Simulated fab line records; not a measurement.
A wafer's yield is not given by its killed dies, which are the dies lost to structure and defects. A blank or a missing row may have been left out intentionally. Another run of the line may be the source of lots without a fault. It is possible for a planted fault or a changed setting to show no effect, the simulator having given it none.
A struck lot beside a sound one ; flow nandHarc ; 13 steps out of a route of 1302
Sound: the wafers L510.3, L510.4, L510.5. Struck: wafer L519.5 (left out: L519.1, a lot-mate that was not struck); the cause follows at the end.
Per side, at each step with rows, come the tool, then ch with its chambers, and then its first start. Under that, the readings that differ: sound wafers ; struck wafers ; difference of the means ; sigmas: that difference in standard deviations of wafers without a fault.
alike: words and numbers the same on both sides, and readings whose means are apart by under 2 such deviations; not compared: readings that were withheld, readings missing a value for some wafer, numbers with overlapping values and no deviation given by the record, and bounds like >300 which may hide the same value.
Wherever a step has rows on one side only, a row that says differs or no value, or a row with sigmas, the two part there. When numbers do not overlap yet have no deviation, they are printed without sigmas and do not part them. A reading missing from all wafers of one side parts the sides only when that side holds two or more wafers.

NHARC_A_ZERO_WELL_INSPECT_17:
  sound on defectInspect-01, day 8 21:05; struck on defectInspect-01, day 12 19:41
  alike: rawDefectCount
then, 3 steps without rows for these wafers: NHARC_A_SOURCE_PLATE_PRECLEAN_00 (cleans in HF-LAST, time 60 s); NHARC_A_SOURCE_PLATE_SRD_01; NHARC_A_SOURCE_PLATE_OXIDE_02 (material SiO2, target thk 10 nm, ox time 1362 s).
NHARC_A_SOURCE_PLATE_THK_MEAS_09: measures by ellipsometry.
  sound on filmMetro-01, day 9 04:20; struck on filmMetro-01, day 13 05:17
reading;sound;struck;difference;sigmas
thkNm (nm);9.9 8.4 9.2;11.2;+2.0;+2
then, 3 steps without rows for these wafers: NHARC_A_SOURCE_PLATE_PVD_04 (deposits WSi2, target thk 50 nm); NHARC_A_SOURCE_PLATE_CVD_03 (deposits poly-Si, target thk 200 nm, time 4000 s); NHARC_A_SOURCE_PLATE_ANNEAL_05 (time 1800 s).
NHARC_A_SOURCE_PLATE_THK_MEAS_06: measures by ellipsometry.
  sound on filmMetro-02, day 9 18:50; struck on filmMetro-01, day 13 19:21
  alike: thkNm
NHARC_A_SOURCE_PLATE_INSPECT_08:
  sound on defectInspect-02, day 9 18:56; struck on defectInspect-01, day 13 19:25
  alike: rawDefectCount
NHARC_A_ONON_D1_DEP_00: target thk 1000 nm.
  sound on pecvdOnon-03 ch 0, day 9 19:07; struck on pecvdOnon-03 ch 0, day 13 19:29
reading;sound;struck;difference;sigmas
susceptorTempC (C);400.34 399.88 400.07;399.64;-0.46;-2
NHARC_A_ONON_D1_THK_MEAS_02: measures by ellipsometry.
  sound on filmMetro-01, day 9 19:31; struck on filmMetro-01, day 13 19:59
reading;sound;struck;difference;sigmas
thkNm (nm);991 992 990;1496;+505;+56
then, no rows for these wafers at 1 step: NHARC_A_ONON_D1_DEP_03 (target thk 1000 nm).

== WHERE THEY PART ==
Earliest at NHARC_A_SOURCE_PLATE_THK_MEAS_09; latest, in this record, at NHARC_A_ONON_D1_THK_MEAS_02.

WHY: what the simulator had put in
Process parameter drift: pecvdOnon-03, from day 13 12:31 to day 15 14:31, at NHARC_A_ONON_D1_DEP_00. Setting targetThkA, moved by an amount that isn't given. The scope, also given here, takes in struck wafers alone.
